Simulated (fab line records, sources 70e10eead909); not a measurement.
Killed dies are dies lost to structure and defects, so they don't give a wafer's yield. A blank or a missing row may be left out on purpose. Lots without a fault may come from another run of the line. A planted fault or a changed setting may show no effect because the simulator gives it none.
Chamber matching | flow nand_harc | NHARC_A_STAIRCASE_DESCUM_186 on rie_diel-13: 4 sister chambers
The step chemistry O2, time 3 s. 4 wafers are shown with their chamber, then 9 later ones without.

WAFERS WITH THEIR CHAMBER
wafer  | chamber | drypump_motor_current_A (A)
L085.1 | 1       | 5.9
L085.4 | 2       | 5.1
L085.5 | 3       | 5.5
L085.6 | 0       | 5.3

WAFERS WITHOUT THEIR CHAMBER
wafer  | drypump_motor_current_A (A)
L084.1 | 5.3
L084.4 | 5.9
L084.6 | 5.1
L096.4 | 5.9
L096.5 | 5.9
L096.6 | 5.3
L097.2 | 5.5
L097.4 | 5.1
L097.6 | 5.2

WHICH CHAMBER EACH WENT THROUGH
wafer  | from the rows above     | in truth
L084.1 | 0                       | 0
L084.4 | 1                       | 1
L084.6 | 2                       | 2
L096.4 | 1                       | 1
L096.5 | 1                       | 1
L096.6 | 0                       | 0
L097.2 | 3                       | 3
L097.4 | 2                       | 2
L097.6 | can't be placed: 0 or 2 | 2
Placed correctly: 8 of 9. Can't be placed from these rows: 1 (the true chamber is among the candidates in 1). Placed wrongly: 0.
How it was worked out, from the rows above alone: a wafer's distance from a chamber is the root of the sum, over the readings, of the square of ((its reading less the chamber's mean) divided by the reading's scatter). The wafer belongs to the nearest chamber; if the next one is less than 2 further off, it can't be placed. A chamber's mean is the mean of its shown wafers. The scatter: with one shown wafer a chamber, the root of the mean of the squares of how far each hidden wafer lies from its nearest shown one.
